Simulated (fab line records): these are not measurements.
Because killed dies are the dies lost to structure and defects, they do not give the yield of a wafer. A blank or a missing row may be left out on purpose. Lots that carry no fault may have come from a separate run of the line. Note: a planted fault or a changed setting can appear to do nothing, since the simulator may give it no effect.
Split-lot experiment || flow n5_finfet || 7 lots, 21 wafers read, on a route of 1938 steps

== ON THE SPLIT ==
At N5_BEOL_M2_ILD_DEP_00 (deposits SiOC from DEMS/O2, target thk 79 nm, time 15.3 s), the setting time_s was moved away from the recipe's 15.3 s on 5 of the 21 wafers read, by +4.3% to +13.9%. The other wafers ran this setting at the recipe's value.

Split to reading: the file shows no intervening step.

== THE READING ==
M2_ILD_THK at N5_BEOL_M2_THK_MEAS_01, in nm. Fault-free wafers of this fab line usually give 79.0 nm, standard deviation 0.99 nm.

{"wafer": "L075.1", "tool, chamber at the split": "pecvd-02, 2", "time_s as run, s": 15.3, "against the recipe": "recipe", "M2_ILD_THK, nm": 78.2, "against lot-mates on the recipe": "-"}
{"wafer": "L075.2", "tool, chamber at the split": "pecvd-02, 1", "time_s as run, s": 15.3, "against the recipe": "recipe", "M2_ILD_THK, nm": 77.3, "against lot-mates on the recipe": "-"}
{"wafer": "L075.6", "tool, chamber at the split": "pecvd-02, 1", "time_s as run, s": 15.3, "against the recipe": "recipe", "M2_ILD_THK, nm": 78.8, "against lot-mates on the recipe": "-"}
{"wafer": "L078.1", "tool, chamber at the split": "pecvd-03, 2", "time_s as run, s": 17.25, "against the recipe": "+12.7%", "M2_ILD_THK, nm": 88.5, "against lot-mates on the recipe": "+9.5"}
{"wafer": "L078.3", "tool, chamber at the split": "pecvd-03, 0", "time_s as run, s": 15.3, "against the recipe": "recipe", "M2_ILD_THK, nm": 79.0, "against lot-mates on the recipe": "-"}
{"wafer": "L078.5", "tool, chamber at the split": "pecvd-03, 0", "time_s as run, s": 17.25, "against the recipe": "+12.7%", "M2_ILD_THK, nm": 88.5, "against lot-mates on the recipe": "+9.5"}
{"wafer": "L079.1", "tool, chamber at the split": "pecvd-04, 2", "time_s as run, s": 15.3, "against the recipe": "recipe", "M2_ILD_THK, nm": 77.5, "against lot-mates on the recipe": "-"}
{"wafer": "L079.3", "tool, chamber at the split": "pecvd-04, 0", "time_s as run, s": 15.3, "against the recipe": "recipe", "M2_ILD_THK, nm": 79.6, "against lot-mates on the recipe": "-"}
{"wafer": "L079.6", "tool, chamber at the split": "pecvd-04, 2", "time_s as run, s": 15.3, "against the recipe": "recipe", "M2_ILD_THK, nm": 78.0, "against lot-mates on the recipe": "-"}
{"wafer": "L081.4", "tool, chamber at the split": "pecvd-03, 2", "time_s as run, s": 15.96, "against the recipe": "+4.3%", "M2_ILD_THK, nm": 83.2, "against lot-mates on the recipe": "+2.3"}
{"wafer": "L081.5", "tool, chamber at the split": "pecvd-03, 1", "time_s as run, s": 15.3, "against the recipe": "recipe", "M2_ILD_THK, nm": 80.8, "against lot-mates on the recipe": "-"}
{"wafer": "L081.6", "tool, chamber at the split": "pecvd-03, 0", "time_s as run, s": 15.3, "against the recipe": "recipe", "M2_ILD_THK, nm": 81.0, "against lot-mates on the recipe": "-"}
{"wafer": "L086.2", "tool, chamber at the split": "pecvd-03, 2", "time_s as run, s": 15.3, "against the recipe": "recipe", "M2_ILD_THK, nm": 78.8, "against lot-mates on the recipe": "-"}
{"wafer": "L086.3", "tool, chamber at the split": "pecvd-03, 0", "time_s as run, s": 15.3, "against the recipe": "recipe", "M2_ILD_THK, nm": 78.3, "against lot-mates on the recipe": "-"}
{"wafer": "L086.4", "tool, chamber at the split": "pecvd-03, 2", "time_s as run, s": 15.3, "against the recipe": "recipe", "M2_ILD_THK, nm": 80.6, "against lot-mates on the recipe": "-"}
{"wafer": "L089.2", "tool, chamber at the split": "pecvd-02, 0", "time_s as run, s": 15.3, "against the recipe": "recipe", "M2_ILD_THK, nm": 78.7, "against lot-mates on the recipe": "-"}
{"wafer": "L089.3", "tool, chamber at the split": "pecvd-02, 1", "time_s as run, s": 15.3, "against the recipe": "recipe", "M2_ILD_THK, nm": 77.7, "against lot-mates on the recipe": "-"}
{"wafer": "L089.6", "tool, chamber at the split": "pecvd-02, 2", "time_s as run, s": 15.3, "against the recipe": "recipe", "M2_ILD_THK, nm": 79.1, "against lot-mates on the recipe": "-"}
{"wafer": "L090.1", "tool, chamber at the split": "pecvd-04, 0", "time_s as run, s": 17.42, "against the recipe": "+13.9%", "M2_ILD_THK, nm": 90.2, "against lot-mates on the recipe": "+9.8"}
{"wafer": "L090.4", "tool, chamber at the split": "pecvd-04, 0", "time_s as run, s": 17.42, "against the recipe": "+13.9%", "M2_ILD_THK, nm": 90.9, "against lot-mates on the recipe": "+10.5"}
{"wafer": "L090.5", "tool, chamber at the split": "pecvd-04, 2", "time_s as run, s": 15.3, "against the recipe": "recipe", "M2_ILD_THK, nm": 80.4, "against lot-mates on the recipe": "-"}

FIT RESULTS
A straight line over all 21 wafers: M2_ILD_THK changes by +0.797 nm for each +1% of time_s; r = +0.97; the points scatter about the line by 1.1 nm.
The same after taking each lot's own level away (the mean of its wafers on the recipe; 21 wafers): +0.736 nm for each +1%; r = +0.99; scatter 0.67 nm.
On that fit, the largest move of time_s shifts the reading by 10 nm.
Across the lots, their own levels run from 78.10 to 80.90 nm, a range of 2.8 times the standard deviation given above.
So the lot-to-lot level changes the slope little: the two slopes agree.
Check: with one of the wafers moved furthest among these (+13.9%) left out of the fit, the line predicts +10.3 nm for it against its lot-mates. Against them it came out at +9.8 nm.

== THESE WAFERS: OTHER SPLITS ==
Other splits were also applied to these wafers ahead of the reading. Each is held against what the fit with the lots' levels taken away leaves over:
{"other split on the same wafers": "N5_BEOL_M0_SAQP_EXPOSE_11 dose_mj", "wafers away from the commonest value": 6, "r with M2_ILD_THK (lot level and that fit taken away)": -0.19}
{"other split on the same wafers": "N5_BEOL_M1_HM_DEP_02 target_thk_a", "wafers away from the commonest value": 8, "r with M2_ILD_THK (lot level and that fit taken away)": "+0.02"}
{"other split on the same wafers": "N5_BEOL_M1_COAT_05 spin_rpm", "wafers away from the commonest value": 6, "r with M2_ILD_THK (lot level and that fit taken away)": "+0.28"}

== THE WHOLE CHAIN: every reading that the file lists as answering this split, in the file's order ==
{"step": "N5_BEOL_M2_ILD_DEP_00", "what it does": "deposits SiOC from DEMS/O2, target thk 79 nm, time 15.3 s", "reading": "SiOC_of_BEOL_M2_ILD_DEP_00.thk_nm (the simulator's own value, which no gauge read)", "change (the file's fit)": "+0.726 nm for each +1% of the setting", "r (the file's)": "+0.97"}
{"step": "N5_BEOL_M2_THK_MEAS_01", "what it does": "", "reading": "M2_ILD_THK", "change (the file's fit)": "+0.73 for each +1% of the setting", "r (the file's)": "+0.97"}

== FILE'S OWN FIT ==
M2_ILD_THK changes by +0.73 nm for each +1% of time_s, r = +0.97.
